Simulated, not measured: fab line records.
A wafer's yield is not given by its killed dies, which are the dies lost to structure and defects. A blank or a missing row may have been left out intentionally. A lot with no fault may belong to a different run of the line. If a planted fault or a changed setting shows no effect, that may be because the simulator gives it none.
Commonality check across tools || flow nand-harc || Sampled: 13 lots, 39 wafers

THE REASON FOR OPENING IT
On 1 of the 13 lots, a flag is raised at NHARC_P_ZERO_WELL_CD_MEAS_24 on the reading cd-nm. Fault-free wafers read 720.2 nm, with a standard deviation of 1.7.
Rule: a lot gets a flag if all its wafers with a number sit over 4 standard deviations from that mean, or if no wafer of it has a number. All remaining lots are regarded as sound.

{"lot": "L593", "measured": "day 1 20:35", "on": "cd-sem-01", "cd-nm (nm), wafer by wafer": "722.7 718.7 720.1", "flag": ""}
{"lot": "L596", "measured": "day 2 14:31", "on": "cd-sem-01", "cd-nm (nm), wafer by wafer": "719.8 721.0 721.8", "flag": ""}
{"lot": "L597", "measured": "day 2 20:37", "on": "cd-sem-03", "cd-nm (nm), wafer by wafer": "722.0 721.9 719.5", "flag": ""}
{"lot": "L598", "measured": "day 3 02:28", "on": "cd-sem-03", "cd-nm (nm), wafer by wafer": "720.8 722.3 719.9", "flag": ""}
{"lot": "L600", "measured": "day 3 14:28", "on": "cd-sem-01", "cd-nm (nm), wafer by wafer": "718.4 720.6 717.6", "flag": ""}
{"lot": "L601", "measured": "day 3 20:35", "on": "cd-sem-03", "cd-nm (nm), wafer by wafer": "719.5 718.2 717.2", "flag": ""}
{"lot": "L602", "measured": "day 4 02:40", "on": "cd-sem-01", "cd-nm (nm), wafer by wafer": "719.9 716.2 720.4", "flag": ""}
{"lot": "L603", "measured": "day 4 08:23", "on": "cd-sem-03", "cd-nm (nm), wafer by wafer": "721.2 719.5 717.7", "flag": ""}
{"lot": "L605", "measured": "day 4 20:35", "on": "cd-sem-01", "cd-nm (nm), wafer by wafer": "709.3 712.0 709.8", "flag": "FLAGGED"}
{"lot": "L606", "measured": "day 5 02:20", "on": "cd-sem-01", "cd-nm (nm), wafer by wafer": "721.2 721.1 720.6", "flag": ""}
{"lot": "L607", "measured": "day 5 08:41", "on": "cd-sem-03", "cd-nm (nm), wafer by wafer": "718.7 719.3 719.8", "flag": ""}
{"lot": "L609", "measured": "day 5 20:36", "on": "cd-sem-02", "cd-nm (nm), wafer by wafer": "716.6 719.9 715.8", "flag": ""}
{"lot": "L615", "measured": "day 7 08:28", "on": "cd-sem-03", "cd-nm (nm), wafer by wafer": "721.7 722.2 719.7", "flag": ""}
On average the flagged lots' numbers are 710.4 nm, which is -9.8 nm against the usual, or -6 standard deviations.

TOOL THAT RAN EACH LOT
The record keeps 1 process step preceding the reading, out of 1159 steps on the route. Cell contents, in order: the tool; ch with the chambers the sampled wafers went through; the start.
{"lot": "L593", "flag": "", "NHARC_P_ZERO_WELL_EXPOSE_21": "krf-scanner-02 ch 0, day 1 20:26"}
{"lot": "L596", "flag": "", "NHARC_P_ZERO_WELL_EXPOSE_21": "krf-scanner-01 ch 0, day 2 14:22"}
{"lot": "L597", "flag": "", "NHARC_P_ZERO_WELL_EXPOSE_21": "krf-scanner-04 ch 0, day 2 20:27"}
{"lot": "L598", "flag": "", "NHARC_P_ZERO_WELL_EXPOSE_21": "krf-scanner-02 ch 0, day 3 02:18"}
{"lot": "L600", "flag": "", "NHARC_P_ZERO_WELL_EXPOSE_21": "krf-scanner-04 ch 0, day 3 14:18"}
{"lot": "L601", "flag": "", "NHARC_P_ZERO_WELL_EXPOSE_21": "krf-scanner-01 ch 0, day 3 20:26"}
{"lot": "L602", "flag": "", "NHARC_P_ZERO_WELL_EXPOSE_21": "krf-scanner-02 ch 0, day 4 02:31"}
{"lot": "L603", "flag": "", "NHARC_P_ZERO_WELL_EXPOSE_21": "krf-scanner-02 ch 0, day 4 08:14"}
{"lot": "L605", "flag": "FLAGGED", "NHARC_P_ZERO_WELL_EXPOSE_21": "krf-scanner-02 ch 0, day 4 20:26"}
{"lot": "L606", "flag": "", "NHARC_P_ZERO_WELL_EXPOSE_21": "krf-scanner-02 ch 0, day 5 02:11"}
{"lot": "L607", "flag": "", "NHARC_P_ZERO_WELL_EXPOSE_21": "krf-scanner-01 ch 0, day 5 08:31"}
{"lot": "L609", "flag": "", "NHARC_P_ZERO_WELL_EXPOSE_21": "krf-scanner-04 ch 0, day 5 20:27"}
{"lot": "L615", "flag": "", "NHARC_P_ZERO_WELL_EXPOSE_21": "krf-scanner-01 ch 0, day 7 08:19"}
What these steps do:
- NHARC_P_ZERO_WELL_EXPOSE_21: exposes mask P NWELL, target cd 720 nm.
- NHARC_P_ZERO_WELL_CD_MEAS_24: target cd 720 nm.

FLAGGED OVER TOTAL, TOOL BY TOOL (the gauges that took the reading come last)
{"step": "NHARC_P_ZERO_WELL_EXPOSE_21", "tool": "krf-scanner-01", "lots run": 4, "flagged": 0, "share of the flagged lots": "none", "sound lots run after its first flagged lot": "-"}
{"step": "NHARC_P_ZERO_WELL_EXPOSE_21", "tool": "krf-scanner-02", "lots run": 6, "flagged": 1, "share of the flagged lots": "all", "sound lots run after its first flagged lot": "1 (L606)"}
{"step": "NHARC_P_ZERO_WELL_EXPOSE_21", "tool": "krf-scanner-04", "lots run": 3, "flagged": 0, "share of the flagged lots": "none", "sound lots run after its first flagged lot": "-"}
{"step": "NHARC_P_ZERO_WELL_CD_MEAS_24", "tool": "cd-sem-01", "lots run": 6, "flagged": 1, "share of the flagged lots": "all", "sound lots run after its first flagged lot": "1 (L606)"}
{"step": "NHARC_P_ZERO_WELL_CD_MEAS_24", "tool": "cd-sem-02", "lots run": 1, "flagged": 0, "share of the flagged lots": "none", "sound lots run after its first flagged lot": "-"}
{"step": "NHARC_P_ZERO_WELL_CD_MEAS_24", "tool": "cd-sem-03", "lots run": 6, "flagged": 0, "share of the flagged lots": "none", "sound lots run after its first flagged lot": "-"}

THE TABLE: WHAT IT ALLOWS
Table rows that saw every flagged lot: 2, namely krf-scanner-02 at NHARC_P_ZERO_WELL_EXPOSE_21 and cd-sem-01 at NHARC_P_ZERO_WELL_CD_MEAS_24.
- krf-scanner-02 at NHARC_P_ZERO_WELL_EXPOSE_21: 1 of its 6 lots flagged. After the first flagged lot (L606), sound lots still ran on it; a lasting fault on the whole tool would not permit that.
- cd-sem-01 at NHARC_P_ZERO_WELL_CD_MEAS_24: 1 of its 6 lots flagged. After the first flagged lot (L606), sound lots still ran on it; a lasting fault on the whole tool would not permit that.
Every row of the table either missed a flagged lot or ran a sound lot after the first.

WHAT HAD BEEN PUT IN BY THE SIMULATOR
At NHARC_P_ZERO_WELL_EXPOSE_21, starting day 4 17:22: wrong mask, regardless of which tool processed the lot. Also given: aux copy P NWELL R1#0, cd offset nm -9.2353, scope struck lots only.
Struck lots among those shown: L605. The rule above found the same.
